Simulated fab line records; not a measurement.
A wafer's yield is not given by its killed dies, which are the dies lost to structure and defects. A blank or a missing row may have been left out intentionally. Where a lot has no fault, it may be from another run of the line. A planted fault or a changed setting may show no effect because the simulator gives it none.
Matching of chambers	flow n5Finfet	N5_FIN_CUT_ETCH_20 on rieDiel-04: 4 sister chambers
The step etches SiARC in CF4, target depth 26 nm, time 43.3 s. 8 wafers are shown with their chamber, then 9 later ones without.

EACH WAFER AND ITS CHAMBER
wafer	chamber	drypumpMotorCurrentA (A)	showerheadPlenumPTorr (Torr)
L075.3	0	5.4	2.21
L084.5	2	6.5	2.10
L084.6	3	6.7	2.11
L086.1	3	6.8	2.10
L086.5	1	4.7	2.23
L087.3	2	6.5	2.10
L087.4	0	5.4	2.20
L087.6	1	4.7	2.23

WAFERS WITH NO CHAMBER GIVEN
wafer	drypumpMotorCurrentA (A)	showerheadPlenumPTorr (Torr)
L090.1	4.7	2.22
L090.3	5.4	2.20
L090.5	4.7	2.22
L091.1	5.4	2.20
L091.2	6.8	2.10
L091.3	4.7	2.22
L094.1	6.5	2.10
L094.4	6.8	2.10
L094.6	5.4	2.20

CHAMBER TAKEN BY EACH
wafer	from the rows above	in truth
L090.1	1	1
L090.3	0	0
L090.5	1	1
L091.1	0	0
L091.2	3	3
L091.3	1	1
L094.1	2	2
L094.4	3	3
L094.6	0	0
9 of 9 placed correctly. Not placeable from these rows: 0. Wrongly placed: 0.
How it was worked out, from the rows above alone: a wafer's distance from a chamber is the root of the sum, over the readings, of the square of ((its reading less the chamber's mean) divided by the reading's scatter). If the next closest chamber is less than 2 further off than the closest, the wafer can't be placed; otherwise it belongs to the closest. A chamber's mean is the mean of its shown wafers. How the scatter is found: for the shown wafers, subtract from each reading the mean of its chamber, square and add these, divide the total by (wafers less chambers), then take the root.
